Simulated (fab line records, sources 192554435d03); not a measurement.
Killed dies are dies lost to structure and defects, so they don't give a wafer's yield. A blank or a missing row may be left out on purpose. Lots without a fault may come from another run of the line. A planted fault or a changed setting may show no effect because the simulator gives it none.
Chamber matching | flow n5_finfet | N5_BEOL_M8_STRIP_67 on rie_diel-05: 4 sister chambers
The step strips in CF4. 4 wafers are shown with their chamber, then 9 later ones without.

WAFERS WITH THEIR CHAMBER
wafer  | chamber | drypump_motor_current_A (A)
L083.5 | 3       | 5.7
L086.1 | 0       | 5.7
L088.3 | 1       | 5.1
L088.5 | 2       | 6.2

WAFERS WITHOUT THEIR CHAMBER
wafer  | drypump_motor_current_A (A)
L093.1 | 5.8
L093.3 | 5.6
L093.6 | 6.2
L095.3 | 5.6
L095.4 | 6.2
L095.5 | 5.1
L097.1 | 6.2
L097.2 | 5.7
L097.3 | 5.1

WHICH CHAMBER EACH WENT THROUGH
wafer  | from the rows above     | in truth
L093.1 | can't be placed: 0 or 3 | 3
L093.3 | can't be placed: 0 or 3 | 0
L093.6 | 2                       | 2
L095.3 | can't be placed: 0 or 3 | 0
L095.4 | 2                       | 2
L095.5 | 1                       | 1
L097.1 | 2                       | 2
L097.2 | can't be placed: 0 or 3 | 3
L097.3 | 1                       | 1
Placed correctly: 5 of 9. Can't be placed from these rows: 4 (the true chamber is among the candidates in 4). Placed wrongly: 0.
How it was worked out, from the rows above alone: a wafer's distance from a chamber is the root of the sum, over the readings, of the square of ((its reading less the chamber's mean) divided by the reading's scatter). The wafer belongs to the nearest chamber; if the next one is less than 2 further off, it can't be placed. A chamber's mean is the mean of its shown wafers. The scatter: with one shown wafer a chamber, the root of the mean of the squares of how far each hidden wafer lies from its nearest shown one.
